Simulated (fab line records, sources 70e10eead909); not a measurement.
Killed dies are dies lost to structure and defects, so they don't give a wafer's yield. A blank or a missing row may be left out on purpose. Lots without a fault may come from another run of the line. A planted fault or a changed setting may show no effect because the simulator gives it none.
Chamber matching | flow nand_harc | NHARC_A_STAIRCASE_ETCH_169 on rie_diel-08: 4 sister chambers
The step etches the open film in CH3F/O2, target depth 50 nm, time 107.1 s. 18 wafers are shown with their chamber, then 9 later ones without.

WAFERS WITH THEIR CHAMBER
wafer  | chamber | showerhead_plenum_p_Torr (Torr) | drypump_motor_current_A (A) | rf_vpp_V (V)
L080.3 | 3       | 2.46                            | 5.2                         | 243.8
L080.5 | 2       | 2.34                            | 5.2                         | 240.9
L080.6 | 1       | 2.66                            | 6.0                         | 248.1
L083.1 | 1       | 2.65                            | 6.0                         | 246.7
L083.5 | 2       | 2.34                            | 5.2                         | 243.2
L083.6 | 1       | 2.65                            | 6.0                         | 245.4
L089.1 | 2       | 2.33                            | 5.2                         | 242.7
L089.2 | 1       | 2.64                            | 6.0                         | 245.8
L089.6 | 1       | 2.64                            | 6.0                         | 247.3
L087.1 | 3       | 2.45                            | 5.2                         | 244.3
L087.5 | 0       | 2.32                            | 5.4                         | 242.2
L087.6 | 1       | 2.64                            | 6.0                         | 248.0
L090.2 | 3       | 2.45                            | 5.2                         | 244.5
L090.4 | 1       | 2.64                            | 6.0                         | 246.7
L090.6 | 1       | 2.64                            | 6.0                         | 247.4
L092.3 | 0       | 2.32                            | 5.4                         | 242.2
L092.4 | 3       | 2.45                            | 5.3                         | 243.2
L092.5 | 3       | 2.45                            | 5.3                         | 242.5

SIGNATURES (means of the wafers above)
reading                  | chamber 0 | chamber 1 | chamber 2 | chamber 3 | scatter within a chamber
showerhead_plenum_p_Torr | 2.3200    | 2.6450    | 2.3367    | 2.4520    | 0.00625
drypump_motor_current_A  | 5.400     | 6.000     | 5.200     | 5.240     | 0.0293
rf_vpp_V                 | 242.200   | 246.925   | 242.267   | 243.660   | 0.934
Rule: a wafer's distance from a chamber is the root of the sum, over the readings, of the square of ((its reading less the chamber's mean) divided by the reading's scatter). The wafer belongs to the nearest chamber; if the next one is less than 2 further off, it can't be placed. The scatter: the root of (the sum of the squares of (reading less its chamber's mean) over the shown wafers, divided by (wafers less chambers)).

WAFERS WITHOUT THEIR CHAMBER
wafer  | showerhead_plenum_p_Torr (Torr) | drypump_motor_current_A (A) | rf_vpp_V (V)
L093.2 | 2.33                            | 5.3                         | 241.7
L093.3 | 2.32                            | 5.4                         | 243.2
L093.5 | 2.33                            | 5.2                         | 243.1
L094.2 | 2.32                            | 5.4                         | 241.6
L094.3 | 2.64                            | 6.0                         | 247.0
L094.4 | 2.44                            | 5.2                         | 244.3
L097.2 | 2.32                            | 5.4                         | 242.0
L097.4 | 2.63                            | 6.0                         | 246.1
L097.6 | 2.32                            | 5.4                         | 240.7

WHICH CHAMBER EACH WENT THROUGH
wafer  | from the rows above     | in truth
L093.2 | can't be placed: 2 or 0 | 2
L093.3 | 0                       | 0
L093.5 | 2                       | 2
L094.2 | 0                       | 0
L094.3 | 1                       | 1
L094.4 | 3                       | 3
L097.2 | 0                       | 0
L097.4 | 1                       | 1
L097.6 | 0                       | 0
Placed correctly: 8 of 9. Can't be placed from these rows: 1 (the true chamber is among the candidates in 1). Placed wrongly: 0.
